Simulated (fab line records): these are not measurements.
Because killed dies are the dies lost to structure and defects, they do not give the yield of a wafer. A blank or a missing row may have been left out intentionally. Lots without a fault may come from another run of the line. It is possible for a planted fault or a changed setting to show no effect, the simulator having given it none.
Split-lot experiment -- flow n5-finfet -- 7 lots, 21 wafers read, on a route of 1938 steps

## ABOUT THE SPLIT
At N5_HKMG_FIN_ETCH_55 (etches SOC in N2/H2, target depth 240 nm, time 300 s), the setting time-s was moved away from the recipe's 300 s on 11 of the 21 wafers read, by +11.3% to +22.0%. The other wafers ran this setting at the recipe's value.

The reading is taken at the split's own step.

## THE READING
SiARC_of_HKMG_FIN_COAT_42.thk-nm (the simulator's own value, which no gauge read), in nm, at N5_HKMG_FIN_ETCH_55 (etches SOC in N2/H2, target depth 240 nm, time 300 s). The file gives no usual value for it. Here, 10 wafers ran the recipe; their average is 21.3 nm with a standard deviation of 0.3 nm.

wafer,"tool, chamber at the split","time-s as run, s",against the recipe,"SiARC_of_HKMG_FIN_COAT_42.thk-nm, nm",against lot-mates on the recipe
L075.1,"rie-diel-03, 0",300,recipe,21.4,-
L075.2,"rie-diel-03, 3",300,recipe,21,-
L075.4,"rie-diel-03, 1",300,recipe,21.6,-
L084.4,"rie-diel-04, 3",352.7,+17.6%,18.4,-2.8
L084.5,"rie-diel-04, 0",300,recipe,21.2,-
L084.6,"rie-diel-04, 3",352.7,+17.6%,18.4,-2.8
L085.1,"rie-diel-04, 0",363.2,+21.1%,18.2,-3.6
L085.3,"rie-diel-04, 1",300,recipe,21.8,-
L085.4,"rie-diel-04, 3",363.2,+21.1%,18,-3.8
L089.1,"rie-diel-06, 3",300,recipe,21.2,-
L089.4,"rie-diel-06, 1",300,recipe,21,-
L089.5,"rie-diel-06, 1",300,recipe,20.8,-
L090.1,"rie-diel-06, 2",333.8,+11.3%,19.6,no lot-mate on the recipe
L090.2,"rie-diel-06, 0",333.8,+11.3%,20,no lot-mate on the recipe
L090.3,"rie-diel-06, 3",333.8,+11.3%,19.4,no lot-mate on the recipe
L091.1,"rie-diel-03, 0",300,recipe,21.6,-
L091.2,"rie-diel-03, 1",365.9,+22.0%,18.8,-2.7
L091.6,"rie-diel-03, 0",300,recipe,21.4,-
L097.2,"rie-diel-03, 0",340.9,+13.6%,19.8,no lot-mate on the recipe
L097.3,"rie-diel-03, 3",340.9,+13.6%,19.4,no lot-mate on the recipe
L097.4,"rie-diel-03, 0",340.9,+13.6%,19.6,no lot-mate on the recipe

THE FIT
A straight line over all 21 wafers: SiARC_of_HKMG_FIN_COAT_42.thk-nm changes by -0.143 nm for each +1% of time-s; r = -0.97; the points scatter about the line by 0.34 nm.
The same after taking each lot's own level away (the mean of its wafers on the recipe; 15 wafers): -0.158 nm for each +1%; r = -0.98; scatter 0.3 nm.
According to that fit, moving time-s by its largest amount changes the reading by 3.5 nm.
The lots' own levels span 21.00 to 21.80 nm, that is 2.7 times the standard deviation above.
Consequently the slope shifts little with the lot-to-lot level, the two slopes agreeing.
Check: with one of the wafers moved furthest among these (+22.0%) left out of the fit, the line predicts -3.71 nm for it against its lot-mates. Against them it came out at -2.7 nm.

## OTHER SPLITS APPLIED TO THESE WAFERS
Before the reading, these wafers also passed through other splits. Each is held against what the fit with the lots' levels taken away leaves over:
other split on the same wafers,wafers away from the commonest value,r with SiARC_of_HKMG_FIN_COAT_42.thk-nm (lot level and that fit taken away)
N5_DUMMY_GATE_DESCUM_20 time-s,5,+0.08
N5_SD_EPI_N_COAT_03 spin-rpm,12,+0.06
N5_SD_EPI_N_PEB_07 peb-temp-c,8,+0.59
N5_SD_ACTIVATION_LSA_01 temp-c,7,-0.17
N5_ILD0_CMP_03 down-force-psi,4,-0.02
N5_HKMG_FIN_ETCH_54 source-w,11,+0.07

## THE WHOLE CHAIN: every reading that the file lists as answering this split, in the file's order
step,what it does,reading,change (the file's fit),r (the file's)
N5_HKMG_FIN_ETCH_55,"etches SOC in N2/H2, target depth 240 nm, time 300 s","etch.depth-nm (the simulator's own value, which no gauge read)",+2.58 nm for each +1% of the setting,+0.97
N5_HKMG_FIN_ETCH_55,"etches SOC in N2/H2, target depth 240 nm, time 300 s","HKMG_FIN.feature-depth-nm (the simulator's own value, which no gauge read)",+2.57 nm for each +1% of the setting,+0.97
N5_HKMG_FIN_ETCH_55,"etches SOC in N2/H2, target depth 240 nm, time 300 s","SiARC_of_HKMG_FIN_COAT_42.thk-nm (the simulator's own value, which no gauge read)",-0.151 nm for each +1% of the setting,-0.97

## FILE'S OWN FIT
SiARC_of_HKMG_FIN_COAT_42.thk-nm changes by -0.151 nm for each +1% of time-s, r = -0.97.
